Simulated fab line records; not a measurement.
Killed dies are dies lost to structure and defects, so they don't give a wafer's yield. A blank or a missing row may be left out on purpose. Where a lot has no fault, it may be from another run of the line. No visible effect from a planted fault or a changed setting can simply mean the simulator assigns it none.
2 desks, one fault -- flow n5Finfet -- each desk holds nothing but its own numbers, with what lay behind them at the end

## DESK OF THE TOOL OWNER: aldMetal-03
The tool's own readings at N5_MOL_CONTACT_COAG_ALD_20 (deposits TiN, target thk 1.5 nm, pulse time 1 s, purge time 3 s): means of the sampled wafers that have a number, for each lot that ran on this tool. The brackets show how far a lot's mean lies from the usual mean; more than 4 standard deviations puts the lot out of limits, marked OUT.
Columns: A = chamberPressureTorr at N5_MOL_CONTACT_COAG_ALD_20, usual 3.000 Torr; B = heaterPowerW at N5_MOL_CONTACT_COAG_ALD_20, usual 926 W; C = precursorPulseHeightRel at N5_MOL_CONTACT_COAG_ALD_20, usual 1.000
lot,first seen here,A,B,C
L215,day 4 18:19,2.998,837,0.976
L220,day 6 01:52,3.002,829,0.990
L233,day 9 14:58,2.997,869,1.014
L234,day 10 01:05,2.999,879,1.010
Finding of this desk: none of the 4 lots has anything out of limits.

## THE METROLOGY DESK
Lot by lot, what the gauges showed, no matter which tool ran the lot: averages of those sampled wafers that carry a number. The brackets show how far a lot's mean lies from the usual mean; more than 4 standard deviations puts the lot out of limits, marked OUT.
Columns: A = CA_OVL at N5_MOL_CONTACT_COAG_OVL_MEAS_09, usual 0.3 nm
lot,first seen here,A
L215,day 4 15:41,-0.8
L216,day 5 01:13,0.7
L218,day 5 13:59,1.2
L220,day 6 00:42,-0.3
L222,day 6 22:38,0.6
L223,day 6 22:53,0.5
L225,day 7 17:44,0.7
L233,day 9 13:30,0.6
L234,day 10 00:01,0.1
L238,day 10 11:14,0.4
L237,day 10 15:30,0.0
Finding of this desk: none of the 11 lots has anything out of limits.

## PUT TOGETHER
The tool owner's desk saw nothing out of limits.
From the metrology desk's view, nothing was out of limits.

## WHAT WAS PUT IN BY THE SIMULATOR
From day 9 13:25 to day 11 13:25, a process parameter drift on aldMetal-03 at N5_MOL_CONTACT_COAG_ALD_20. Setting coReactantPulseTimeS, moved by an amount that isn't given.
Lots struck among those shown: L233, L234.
